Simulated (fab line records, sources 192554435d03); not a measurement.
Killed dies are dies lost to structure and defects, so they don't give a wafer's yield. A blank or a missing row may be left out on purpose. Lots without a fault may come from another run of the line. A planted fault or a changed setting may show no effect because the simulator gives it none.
fab line records | flow n5_finfet
record lots=24 wafers=72 last_day=17
route steps=1938 shown HKMG_FIN@407 GATE_CUT@487
lots that met no fault: from a run of the same line without faults
start_h: hours from the record's first day to the start of the lot's first wafer shown | wait_h: hours since the lot's step before | " the same as in the row above | L1.1+2: a row that stands for several wafers | - no value, or no start given | * or withheld: withheld | < > ~ a bound
route shown NAME@n: a module of which the file shows steps, and the number in the route of the first | usual: mean/standard deviation of fault-free wafers | same: alike in all rows | chamber/n: place in a boat | sites: the reading at each site | _std_site: their standard deviation | _edge_site: outer sites' mean less inner sites' | radius_mm: how far each site lies from the wafer's centre | mask NAME#n: copy n | behind: the tool/chamber that last shaped the wafer | hold: why the lot was held/for how many hours/how that ended | device: the transistor (n, p or np) that didn't switch | end of line: the same wafers' tests at the end of the route | a step without rows: its recipe alone | killed: dies lost to structure and defects at the first sort, not the wafer's yield | map: a wafer's dies, x killed, . not, _ none there
set.NAME: the setting as run; set.NAME@STEP: as run at that earlier step | model.NAME: the simulator's own value behind a step, which no gauge read
steps of the route over a sample of lots; a table a step, a row a wafer
services: from which hour (start_h, from the record's first day; less than 0 if before it) a tool's chamber was out of use, for how many hours, and why
## steps
# step N5_HKMG_FIN_STRIP_93
# recipe chemistry=N2/H2 material=SOC time_s=20 power_w=500 temp_c=40 pressure_mtorr=50 rf_frequency_hz=6e+07 bias_power_w=8 h2_frac=0.5 n2_flow_sccm=300 h2_flow_sccm=300
# usual drypump_motor_current_A=5.7/0.54 oes_product_au=0.78/0.077 rf_vpp_V=54.4/0.86 showerhead_plenum_p_Torr=3.40/0.097 throttle_valve_pct=19.0/0.32
# same time_s=20
# columns lot.wafer tool chamber start_h wait_h drypump_motor_current_A oes_product_au rf_hours_counter_h rf_vpp_V showerhead_plenum_p_Torr throttle_valve_pct
L074.1 rie_diel-06 1 73.29 0.2 5.1 0.77 119 54.3 3.36 18.4
L074.2 " 3 " " 5.8 0.77 128 55.2 3.37 19.1
L074.3 " 2 " " 6.6 0.72 192 53.8 3.46 18.7
L075.1 rie_diel-06 0 77.68 0.2 4.9 0.91 13 53.1 3.30 18.8
L075.3 " 1 " " 5.2 0.78 121 53.1 3.36 18.4
L075.5 " 1 " " 5.2 0.78 - 54.3 3.36 18.4
L076.1 rie_diel-01 3 85.43 0.2 5.2 0.74 175 55.5 3.46 19.1
L076.4 " 2 " " 6.1 0.76 155 53.7 3.50 19.3
L076.5 " 2 " " 6.1 0.77 - 55.3 3.50 19.3
L077.1 rie_diel-01 1 89.74 0.2 5.9 0.69 234 54.2 3.31 19.3
L077.3 " 3 " " 5.2 0.74 176 55.7 3.46 19.1
L077.5 " 3 " " 5.2 0.75 - 55.0 3.46 19.1
L078.1 rie_diel-05 0 95.47 0.2 6.6 0.70 212 54.7 3.32 19.4
L078.5 " 1 " " 5.7 0.82 - 54.2 3.54 19.1
L078.6 " 2 " " 5.1 0.71 - 53.4 3.49 19.1
L079.1 rie_diel-05 3 102.00 0.2 5.7 0.90 20 55.5 3.56 18.6
L079.3 " 1 " " 5.8 0.82 69 54.4 3.54 19.1
L079.5 " 1 " " 5.8 0.82 - 55.2 3.54 19.1
L080.2 rie_diel-05 3 113.31 0.2 5.7 0.90 25 55.0 3.56 18.6
L080.3 " 1 " " 5.8 0.81 72 56.1 3.54 19.1
L080.6 " 2 " " 5.1 0.71 - 54.4 3.48 19.1
L081.1 rie_diel-01 0 113.78 0.2 5.2 0.84 36 52.6 3.26 18.6
L081.3 " 3 " " 5.2 0.73 184 54.5 3.46 19.2
L081.5 " 3 " " 5.3 0.73 - 54.1 3.46 19.2
L082.2 rie_diel-05 2 124.32 0.2 5.2 0.70 199 55.7 3.48 19.1
L082.3 " 0 " " 6.6 0.69 220 53.2 3.32 19.4
L082.5 " 3 " " 5.7 0.88 - 54.1 3.55 18.6
L083.2 rie_diel-06 1 128.70 0.2 5.2 0.77 136 54.9 3.36 18.5
L083.3 " 3 " " 5.8 0.75 146 54.7 3.36 19.1
L083.6 " 3 " " 5.8 0.75 - 53.8 3.36 19.1
L084.1 rie_diel-06 2 137.80 0.2 6.6 0.71 216 54.5 3.44 18.7
L084.5 " 3 " " 5.8 0.74 - 54.6 3.36 19.1
L084.6 " 0 " " 4.9 0.87 - 54.5 3.29 18.8
L085.2 rie_diel-01 1 140.32 0.2 5.9 0.67 250 52.7 3.30 19.3
L085.3 " 3 " " 5.3 0.73 192 54.7 3.45 19.2
L085.4 " 2 " " 6.1 0.75 171 53.9 3.50 19.3
L086.1 rie_diel-06 3 147.79 0.2 5.8 0.74 151 54.1 3.36 19.1
L086.3 " 1 " " 5.2 0.75 141 54.1 3.35 18.5
L086.4 " 2 " " 6.6 0.69 218 54.9 3.44 18.7
L087.2 rie_diel-06 0 151.14 0.2 4.9 0.85 39 54.8 3.29 18.8
L087.3 " 3 " " 5.8 0.74 152 52.9 3.36 19.1
L087.5 " 2 " " 6.7 0.70 - 53.0 3.44 18.7
L088.2 rie_diel-01 2 155.76 0.4 6.1 0.74 178 55.6 3.49 19.3
L088.3 " 0 " " 5.1 0.82 - 54.2 3.25 18.6
L088.5 " 2 " " 6.1 0.74 - 56.1 3.49 19.3
L089.1 rie_diel-01 1 165.04 0.2 5.9 0.98 4 55.0 3.30 18.9
L089.2 " 3 " " 5.3 0.73 200 54.8 3.45 19.2
L089.3 " 2 " " 6.1 0.75 183 52.8 3.49 19.4
L090.1 rie_diel-05 2 170.30 0.2 5.1 0.69 214 55.1 3.47 19.2
L090.5 " 3 " " 5.7 0.86 - 55.0 3.54 18.6
L090.6 " 0 " " 6.6 0.69 - 53.4 3.31 19.4
L091.1 rie_diel-01 2 172.90 0.2 6.1 0.74 186 55.3 3.49 19.4
L091.3 " 0 " " 5.1 0.82 59 54.8 3.25 18.6
L091.6 " 2 " " 6.1 0.74 - 54.0 3.49 19.4
L092.1 rie_diel-01 1 179.05 0.2 5.9 0.96 9 53.3 3.30 18.9
L092.2 " 0 " " 5.2 0.82 61 55.1 3.25 18.6
L092.4 " 2 " " 6.1 0.75 188 54.4 3.49 19.4
L093.3 rie_diel-01 3 187.79 0.2 5.2 0.73 208 53.8 3.44 19.2
L093.5 " 2 " " 6.1 0.74 - 53.6 3.48 19.4
L093.6 " 1 " " 5.9 0.95 - 54.2 3.30 18.9
L094.2 rie_diel-06 1 193.21 0.2 5.2 0.75 154 55.1 3.35 18.5
L094.5 " 3 " " 5.8 0.73 - 54.6 3.35 19.2
L094.6 " 2 " " 6.6 0.69 - 54.4 3.44 18.7
L095.1 rie_diel-01 0 200.25 0.2 5.2 0.80 69 54.9 3.24 18.6
L095.2 " 2 " " 6.1 0.73 196 54.3 3.48 19.4
L095.4 " 3 " " 5.2 0.71 212 53.2 3.44 19.2
L096.4 rie_diel-05 3 204.69 0.2 5.7 0.84 58 55.6 3.54 18.6
L096.5 " 0 " " 6.6 0.69 - 54.2 3.30 19.5
L096.6 " 3 " " 5.7 0.83 - 54.3 3.54 18.6
L097.1 rie_diel-06 2 212.92 0.2 6.6 0.68 238 54.7 3.43 18.7
L097.2 " 3 " " 5.8 0.73 172 54.6 3.35 19.2
L097.6 " 2 " " 6.6 0.68 - 54.2 3.43 18.7
# step N5_GATE_CUT_CD_MEAS_13
# recipe target_cd_nm=20 landing_energy_ev=500 detector=se_inlens
# usual cd_nm=20.12/0.25
# columns lot.wafer tool chamber start_h wait_h cd_nm
L074.1 cd_sem-02 0 84.01 - 20.07
L074.2 " 0 " " 19.87
L074.3 " 0 " " 19.90
L075.1 cd_sem-02 0 89.80 - 19.93
L075.3 " 0 " " 19.72
L075.5 " 0 " " 20.03
L076.1 cd_sem-02 0 96.89 - 20.42
L076.4 " 0 " " 20.64
L076.5 " 0 " " 20.07
L077.1 cd_sem-03 0 100.85 - 20.53
L077.3 " 0 " " 20.41
L077.5 " 0 " " 20.45
L078.1 cd_sem-03 0 106.26 - 20.15
L078.5 " 0 " " 20.14
L078.6 " 0 " " 20.17
L079.1 cd_sem-03 0 113.29 - 19.94
L079.3 " 0 " " 19.67
L079.5 " 0 " " 19.51
L080.2 cd_sem-03 0 124.49 - 20.07
L080.3 " 0 " " 20.01
L080.6 " 0 " " 20.03
L081.1 cd_sem-02 0 125.03 - 20.56
L081.3 " 0 " " 19.98
L081.5 " 0 " " 20.57
L082.2 cd_sem-02 0 135.13 - 20.13
L082.3 " 0 " " 19.98
L082.5 " 0 " " 20.05
L083.2 cd_sem-02 0 139.39 - 20.26
L083.3 " 0 " " 20.43
L083.6 " 0 " " 20.19
L084.1 cd_sem-01 0 148.60 - 20.34
L084.5 " 0 " " 20.18
L084.6 " 0 " " 19.96
L085.2 cd_sem-03 0 151.30 - 19.88
L085.3 " 0 " " 19.58
L085.4 " 0 " " 19.93
L086.1 cd_sem-01 0 159.19 - 19.93
L086.3 " 0 " " 20.44
L086.4 " 0 " " 20.10
L087.2 cd_sem-03 0 162.34 - 20.19
L087.3 " 0 " " 20.54
L087.5 " 0 " " 20.04
L088.2 cd_sem-02 0 166.30 - 20.10
L088.3 " 0 " " 20.38
L088.5 " 0 " " 19.60
L089.1 cd_sem-02 0 176.08 - 20.22
L089.2 " 0 " " 19.80
L089.3 " 0 " " 20.08
L090.1 cd_sem-02 0 183.15 - 20.58
L090.5 " 0 " " 20.18
L090.6 " 0 " " 20.06
L091.1 cd_sem-03 0 185.57 - 20.00
L091.3 " 0 " " 19.89
L091.6 " 0 " " 20.23
L092.1 cd_sem-01 0 190.71 - 20.18
L092.2 " 0 " " 19.79
L092.4 " 0 " " 19.76
L093.3 cd_sem-02 0 198.95 - 20.59
L093.5 " 0 " " 19.96
L093.6 " 0 " " 20.44
L094.2 cd_sem-01 0 205.01 - 19.86
L094.5 " 0 " " 20.26
L094.6 " 0 " " 20.30
L095.1 cd_sem-01 0 210.89 - 20.16
L095.2 " 0 " " 20.06
L095.4 " 0 " " 19.90
L096.4 cd_sem-01 0 215.91 - 19.86
L096.5 " 0 " " 20.03
L096.6 " 0 " " 20.08
L097.1 cd_sem-01 0 224.17 - 19.96
L097.2 " 0 " " 19.82
L097.6 " 0 " " 19.96
# step N5_GATE_CUT_DESCUM_18
# recipe chemistry=O2 time_s=7 source_power_w=50 bias_power_w=20 pressure_mtorr=20 rf_frequency_hz=2.712e+07 temp_c=40 resist=CAR-EUV o2_flow_sccm=225
# usual drypump_motor_current_A=5.9/0.48 oes_product_au=0.74/0.046 rf_vpp_V=243.0/1.5 showerhead_plenum_p_Torr=2.08/0.084 throttle_valve_pct=20.45/0.17
# same time_s=7
# columns lot.wafer tool chamber start_h wait_h drypump_motor_current_A oes_product_au rf_hours_counter_h rf_vpp_V showerhead_plenum_p_Torr throttle_valve_pct
L074.1 rie_diel-03 2 84.13 0.0 5.3 0.74 166 244.0 2.09 20.17
L074.2 " 3 " " 5.3 0.76 144 241.9 2.01 20.59
L074.3 " 1 " " 6.5 0.74 152 243.6 2.12 20.69
L075.1 rie_diel-04 3 90.00 0.1 5.9 0.74 150 245.4 2.20 20.49
L075.3 " 2 " " 5.4 0.78 123 243.2 2.10 20.31
L075.5 " 1 " " 6.0 0.74 - 245.3 2.18 20.39
L076.1 rie_diel-04 0 97.02 0.0 6.3 0.74 192 241.2 1.97 20.53
L076.4 " 2 " " 5.4 0.77 125 243.6 2.10 20.32
L076.5 " 0 " " 6.3 0.74 - 239.5 1.97 20.54
L077.1 rie_diel-03 2 100.97 0.0 5.3 0.73 171 242.4 2.09 20.18
L077.3 " 1 " " 6.5 0.74 157 242.3 2.12 20.71
L077.5 " 3 " " 5.3 0.75 - 241.7 2.01 20.59
L078.1 rie_diel-04 0 106.38 0.0 6.3 0.73 195 240.9 1.97 20.54
L078.5 " 2 " " 5.4 0.77 - 244.3 2.10 20.33
L078.6 " 3 " " 5.9 0.73 - 245.3 2.20 20.48
L079.1 rie_diel-02 1 113.46 0.1 6.2 0.76 129 242.4 2.01 20.25
L079.3 " 0 " " 5.1 0.83 81 244.1 2.21 20.30
L079.5 " 3 " " 6.6 0.68 - 244.5 2.17 20.72
L080.2 rie_diel-02 0 124.61 0.0 5.1 0.83 84 245.0 2.21 20.34
L080.3 " 2 " " 6.1 0.74 146 244.9 2.08 20.20
L080.6 " 0 " " 5.1 0.83 - 245.2 2.21 20.31
L081.1 rie_diel-04 3 125.15 0.0 6.0 0.73 160 245.4 2.20 20.51
L081.3 " 2 " " 5.4 0.77 134 243.2 2.09 20.33
L081.5 " 2 " " 5.4 0.77 - 241.6 2.09 20.35
L082.2 rie_diel-04 3 135.74 0.5 6.0 0.72 164 245.1 2.19 20.50
L082.3 " 0 " " 6.3 0.73 200 241.0 1.97 20.55
L082.5 " 3 " " 6.0 0.72 - 243.4 2.20 20.49
L083.2 rie_diel-04 0 139.52 0.0 6.3 0.73 201 241.1 1.97 20.56
L083.3 " 1 " " 6.0 0.72 148 243.6 2.17 20.42
L083.6 " 1 " " 6.0 0.73 - 245.8 2.17 20.41
L084.1 rie_diel-03 2 148.73 0.0 5.3 0.72 184 242.2 2.08 20.21
L084.5 " 3 " " 5.3 0.74 - 241.2 2.00 20.61
L084.6 " 0 " " 5.9 0.70 - 241.6 1.96 20.42
L085.2 rie_diel-03 1 151.43 0.0 6.5 0.73 173 241.8 2.11 20.74
L085.3 " 3 " " 5.3 0.74 165 241.5 2.00 20.61
L085.4 " 0 " " 5.9 0.70 228 241.6 1.96 20.44
L086.1 rie_diel-03 2 159.60 0.3 5.3 0.72 187 241.6 2.08 20.19
L086.3 " 3 " " 5.3 0.74 168 241.3 2.00 20.60
L086.4 " 1 " " 6.5 0.72 175 242.0 2.11 20.72
L087.2 rie_diel-04 2 162.46 0.0 5.4 0.76 146 243.9 2.09 20.35
L087.3 " 1 " " 6.0 0.72 155 245.4 2.17 20.42
L087.5 " 0 " " 6.3 0.72 - 243.1 1.96 20.57
L088.2 rie_diel-03 0 166.42 0.0 5.9 0.69 232 240.9 1.96 20.41
L088.3 " 1 " " 6.5 0.72 177 244.1 2.11 20.71
L088.5 " 1 " " 6.4 0.72 - 243.4 2.11 20.72
L089.1 rie_diel-03 2 176.20 0.0 5.3 0.72 193 243.7 2.08 20.23
L089.2 " 1 " " 6.4 0.72 180 243.3 2.11 20.74
L089.3 " 0 " " 5.9 0.70 235 240.5 1.96 20.45
L090.1 rie_diel-03 3 183.27 0.0 5.3 0.72 175 240.6 2.00 20.64
L090.5 " 1 " " 6.5 0.72 - 241.7 2.11 20.75
L090.6 " 0 " " 5.9 0.70 - 242.2 1.96 20.45
L091.1 rie_diel-04 0 185.69 0.0 6.3 0.72 214 241.4 1.96 20.57
L091.3 " 3 " " 5.9 0.71 178 243.1 2.19 20.51
L091.6 " 1 " " 6.1 0.72 - 243.6 2.17 20.44
L092.1 rie_diel-03 2 191.13 0.3 5.3 0.72 197 242.3 2.08 20.23
L092.2 " 0 " " 5.9 0.69 239 242.7 1.96 20.45
L092.4 " 3 " " 5.3 0.72 177 241.0 2.00 20.64
L093.3 rie_diel-03 2 199.68 0.6 5.3 0.71 200 243.5 2.08 20.23
L093.5 " 0 " " 5.9 0.69 - 241.1 1.96 20.45
L093.6 " 1 " " 6.5 0.71 - 243.0 2.11 20.74
L094.2 rie_diel-02 3 205.14 0.0 6.6 0.98 4 243.4 2.17 20.42
L094.5 " 2 " " 6.1 0.72 - 243.0 2.07 20.25
L094.6 " 3 " " 6.6 0.97 - 244.3 2.17 20.44
L095.1 rie_diel-02 2 211.01 0.0 6.2 0.74 170 242.6 2.07 20.24
L095.2 " 1 " " 6.1 0.74 156 240.1 2.00 20.28
L095.4 " 0 " " 5.1 0.80 - 245.5 2.20 20.35
L096.4 rie_diel-02 2 216.03 0.0 6.2 0.72 172 243.8 2.07 20.26
L096.5 " 0 " " 5.1 0.80 - 244.7 2.20 20.35
L096.6 " 1 " " 6.1 0.73 - 241.7 2.00 20.29
L097.1 rie_diel-03 3 224.33 0.1 5.3 0.72 185 241.9 1.99 20.64
L097.2 " 1 " " 6.5 0.71 195 243.3 2.10 20.75
L097.6 " 2 " " 5.3 0.71 - 243.3 2.07 20.23
# step N5_GATE_CUT_VAPOR_ETCH_49
# recipe chemistry=BCl3/Cl2 target=TiAlC mode=isotropic
# usual drypump_motor_current_A=5.5/0.39 oes_product_au=0.77/0.11
# columns lot.wafer tool chamber start_h wait_h drypump_motor_current_A oes_product_au
L074.1 rie_metal-02 0 84.74 0.0 6.0 0.61
L074.2 " 1 " " 5.1 0.87
L074.3 " 1 " " 5.2 0.86
L075.1 rie_metal-02 0 90.60 0.0 6.0 0.61
L075.3 " 1 " " 5.1 0.86
L075.5 " 1 " " 5.1 0.86
L076.1 rie_metal-02 1 97.63 0.0 5.1 0.87
L076.4 " 0 " " 6.0 0.61
L076.5 " 0 " " 6.0 0.61
L077.1 rie_metal-01 0 101.57 0.0 5.3 0.78
L077.3 " 1 " " 5.2 0.92
L077.5 " 0 " " 5.3 0.78
L078.1 rie_metal-02 1 106.99 0.0 5.2 0.86
L078.5 " 0 " " 6.0 0.61
L078.6 " 1 " " 5.2 0.86
L079.1 rie_metal-01 1 114.06 0.0 5.2 0.92
L079.3 " 0 " " 5.3 0.77
L079.5 " 1 " " 5.2 0.91
L080.2 rie_metal-02 1 125.22 0.0 5.2 0.85
L080.3 " 1 " " 5.2 0.85
L080.6 " 0 " " 6.0 0.61
L081.1 rie_metal-03 0 125.75 0.0 5.4 0.73
L081.3 " 1 " " 6.2 0.60
L081.5 " 0 " " 5.4 0.72
L082.2 rie_metal-03 0 136.34 0.0 5.4 0.72
L082.3 " 1 " " 6.2 0.59
L082.5 " 0 " " 5.4 0.72
L083.2 rie_metal-03 1 140.12 0.0 6.2 0.59
L083.3 " 1 " " 6.2 0.60
L083.6 " 0 " " 5.4 0.72
L084.1 rie_metal-01 0 149.33 0.0 5.3 0.76
L084.5 " 1 " " 5.2 0.90
L084.6 " 0 " " 5.2 0.77
L085.2 rie_metal-03 0 152.25 0.1 5.4 0.71
L085.3 " 0 " " 5.4 0.72
L085.4 " 0 " " 5.4 0.72
L086.1 rie_metal-01 0 160.20 0.0 5.3 0.77
L086.3 " 0 " " 5.2 0.77
L086.4 " 1 " " 5.2 0.90
L087.2 rie_metal-01 0 163.06 0.0 5.3 0.76
L087.3 " 0 " " 5.3 0.76
L087.5 " 1 " " 5.2 0.90
L088.2 rie_metal-03 0 167.24 0.1 5.4 0.72
L088.3 " 0 " " 5.4 0.71
L088.5 " 0 " " 5.4 0.72
L089.1 rie_metal-02 1 176.80 0.0 5.1 0.84
L089.2 " 0 " " 6.0 0.60
L089.3 " 0 " " 6.0 0.60
L090.1 rie_metal-03 1 183.88 0.0 6.2 0.98
L090.5 " 1 " " 6.2 0.98
L090.6 " 0 " " 5.4 0.71
L091.1 rie_metal-03 0 186.29 0.0 5.4 0.71
L091.3 " 0 " " 5.4 0.70
L091.6 " 0 " " 5.4 0.70
L092.1 rie_metal-01 0 191.74 0.0 5.2 0.75
L092.2 " 1 " " 5.2 0.89
L092.4 " 1 " " 5.2 0.87
L093.3 rie_metal-02 1 200.51 0.1 5.2 0.82
L093.5 " 1 " " 5.2 0.81
L093.6 " 1 " " 5.1 0.82
L094.2 rie_metal-03 0 205.74 0.0 5.4 0.70
L094.5 " 1 " " 6.2 0.95
L094.6 " 0 " " 5.4 0.70
L095.1 rie_metal-01 0 211.62 0.0 5.3 0.75
L095.2 " 1 " " 5.2 0.87
L095.4 " 1 " " 5.2 0.86
L096.4 rie_metal-03 1 216.64 0.0 6.2 0.93
L096.5 " 1 " " 6.2 0.93
L096.6 " 0 " " 5.4 0.69
L097.1 rie_metal-03 0 224.93 0.0 5.4 0.70
L097.2 " 1 " " 6.2 0.92
L097.6 " 1 " " 6.2 0.93
# step N5_GATE_CUT_THK_MEAS_24
# recipe reads=SiO2_of_GATE_CUT_HM_DEP_46+SiO2_flowable_of_ILD0_FCVD_FILL_01
# usual GC_FILL_THK=220.1/2.1
# columns lot.wafer tool chamber start_h wait_h GC_FILL_THK[nm]
L074.1 film_metro-01 - 86.76 - 218.7
L074.2 " - " " 218.4
L074.3 " - " " 217.9
L075.1 film_metro-02 - 92.62 - 216.4
L075.3 " - " " 219.7
L075.5 " - " " 221.0
L076.1 film_metro-02 - 100.83 - 217.6
L076.4 " - " " 221.6
L076.5 " - " " 218.9
L077.1 film_metro-02 - 103.59 - 215.4
L077.3 " - " " 218.1
L077.5 " - " " 222.9
L078.1 film_metro-01 - 109.01 - 216.6
L078.5 " - " " 221.6
L078.6 " - " " 219.9
L079.1 film_metro-02 - 116.11 0.2 219.4
L079.3 " - " " 220.2
L079.5 " - " " 223.5
L080.2 film_metro-01 - 127.23 - 219.0
L080.3 " - " " 218.7
L080.6 " - " " 223.2
L081.1 film_metro-01 - 127.86 - 219.1
L081.3 " - " " 217.7
L081.5 " - " " 221.7
L082.2 film_metro-02 - 138.37 - 219.8
L082.3 " - " " 222.4
L082.5 " - " " 223.4
L083.2 film_metro-02 - 142.14 - 220.2
L083.3 " - " " 222.4
L083.6 " - " " 222.4
L084.1 film_metro-01 - 151.44 - 216.2
L084.5 " - " " 220.3
L084.6 " - " " 219.9
L085.2 film_metro-02 - 154.32 - 218.2
L085.3 " - " " 218.5
L085.4 " - " " 221.0
L086.1 film_metro-02 - 163.42 - 216.9
L086.3 " - " " 217.7
L086.4 " - " " 218.7
L087.2 film_metro-01 - 165.09 - 221.3
L087.3 " - " " 215.9
L087.5 " - " " 218.7
L088.2 film_metro-01 - 169.33 - 218.0
L088.3 " - " " 216.4
L088.5 " - " " 220.0
L089.1 film_metro-01 - 179.69 - 220.6
L089.2 " - " " 220.3
L089.3 " - " " 221.1
L090.1 film_metro-01 - 187.12 - 221.7
L090.5 " - " " 224.6
L090.6 " - " " 221.2
L091.1 film_metro-02 - 188.31 - 219.3
L091.3 " - " " 217.2
L091.6 " - " " 220.1
L092.1 film_metro-02 - 193.75 - 216.1
L092.2 " - " " 217.9
L092.4 " - " " 220.0
L093.3 film_metro-02 - 202.57 - 222.9
L093.5 " - " " 221.3
L093.6 " - " " 224.1
L094.2 film_metro-02 - 207.76 - 217.6
L094.5 " - " " 219.2
L094.6 " - " " 218.2
L095.1 film_metro-02 - 214.00 - 221.0
L095.2 " - " " 222.4
L095.4 " - " " 221.9
L096.4 film_metro-02 - 218.80 - 222.7
L096.5 " - " " 222.1
L096.6 " - " " 222.1
L097.1 film_metro-01 - 226.95 - 220.0
L097.2 " - " " 221.1
L097.6 " - " " 221.8
# step N5_GATE_CUT_CMP_61
# recipe stop_on=SiNx t_overpolish_s=3 post_cmp_clean=alkaline_brush down_force_psi=4 platen_rpm=27.09 pad_velocity_m_s=0.539
# usual motor_current_A=12.3/1.4
# columns lot.wafer tool chamber start_h wait_h motor_current_A
L074.3 cmp-04 3 87.27 0.4 11.5
L074.1 " 0 " " 11.8
L074.2 " 1 " " 9.7
L075.1 cmp-01 0 93.13 0.4 14.7
L075.3 " 1 " " 12.8
L075.5 " 0 " " 13.9
L076.1 cmp-01 1 101.37 0.3 13.2
L076.4 " 2 " " 12.1
L076.5 " 0 " " 15.4
L077.1 cmp-03 3 104.13 0.3 10.4
L077.3 " 1 " " 11.6
L077.5 " 2 " " 12.2
L078.1 cmp-01 1 109.61 0.2 12.4
L078.6 " 2 " " 12.4
L078.5 " 3 " " 12.0
L079.1 cmp-01 1 116.66 0.4 13.3
L079.3 " 3 " " 11.9
L079.5 " 2 " " 12.1
L080.2 cmp-03 1 127.74 0.4 11.5
L080.3 " 0 " " 13.9
L080.6 " 1 " " 11.0
L081.1 cmp-01 3 128.40 0.3 12.4
L081.3 " 1 " " 12.7
L081.5 " 2 " " 12.7
L082.3 cmp-01 0 138.91 0.3 14.6
L082.2 " 1 " " 12.9
L082.5 " 0 " " 14.1
L083.3 cmp-01 3 142.65 0.4 12.2
L083.2 " 0 " " 15.5
L083.6 " 3 " " 12.4
L084.1 cmp-04 1 151.95 0.4 10.1
L084.6 " 1 " " 9.5
L084.5 " 2 " " 11.8
L085.2 cmp-03 3 154.83 0.4 10.5
L085.4 " 0 " " 14.1
L085.3 " 1 " " 10.7
L086.3 cmp-04 1 163.93 0.4 9.2
L086.1 " 2 " " 11.6
L086.4 " 0 " " 11.8
L087.3 cmp-01 3 165.60 0.4 12.8
L087.2 " 0 " " 15.0
L087.5 " 0 " " 15.4
L088.3 cmp-03 2 169.84 0.4 12.3
L088.2 " 0 " " 13.0
L088.5 " 3 " " 10.9
L089.3 cmp-01 3 180.20 0.4 12.8
L089.1 " 0 " " 14.6
L089.2 " 2 " " 12.3
L090.1 cmp-03 2 187.72 0.2 11.9
L090.6 " 3 " " 10.4
L090.5 " 0 " " 14.2
L091.3 cmp-03 2 188.83 0.4 11.8
L091.1 " 0 " " 13.8
L091.6 " 3 " " 10.6
L092.4 cmp-01 1 194.29 0.3 13.0
L092.1 " 2 " " 12.5
L092.2 " 3 " " 12.2
L093.3 cmp-04 0 203.11 0.3 11.2
L093.5 " 3 " " 11.5
L093.6 " 0 " " 11.9
L094.2 cmp-01 1 208.27 0.4 13.5
L094.5 " 1 " " 12.9
L094.6 " 2 " " 11.5
L095.1 cmp-04 1 214.54 0.3 9.5
L095.2 " 2 " " 12.3
L095.4 " 3 " " 12.0
L096.4 cmp-03 2 219.37 0.3 11.8
L096.5 " 0 " " 13.7
L096.6 " 1 " " 11.5
L097.1 cmp-03 2 227.46 0.4 11.8
L097.2 " 3 " " 10.8
L097.6 " 3 " " 10.8
## services
# columns tool chamber start_h hours kind
rie_diel-02 - 53.02 14.6 pm
cmp-03 - 55.30 0.9 repair
rie_diel-03 1 57.34 23.6 repair
rie_diel-04 3 60.92 12.0 repair
rie_diel-02 2 69.71 3.8 repair
rie_diel-02 1 71.07 1.3 repair
rie_diel-06 3 73.64 6.6 repair
rie_diel-05 2 80.74 5.5 repair
cmp-03 - 89.20 2.3 repair
cmp-01 - 102.96 0.9 repair
rie_diel-05 0 110.92 6.6 repair
cmp-03 - 114.49 0.3 repair
rie_diel-06 1 116.06 7.0 repair
rie_diel-04 - 117.44 2.2 repair
rie_diel-03 2 119.39 6.6 repair
rie_metal-01 - 124.67 2.8 pm
rie_metal-03 1 171.39 9.5 repair
cmp-03 - 172.84 7.8 repair
rie_metal-01 1 181.95 1.7 repair
cmp-01 - 183.55 2.5 repair
cmp-03 - 183.94 1.6 repair
rie_diel-01 1 194.65 3.8 repair
cmp-03 - 206.66 7.8 pm
rie_diel-05 1 208.51 1.2 repair
## key
fault none
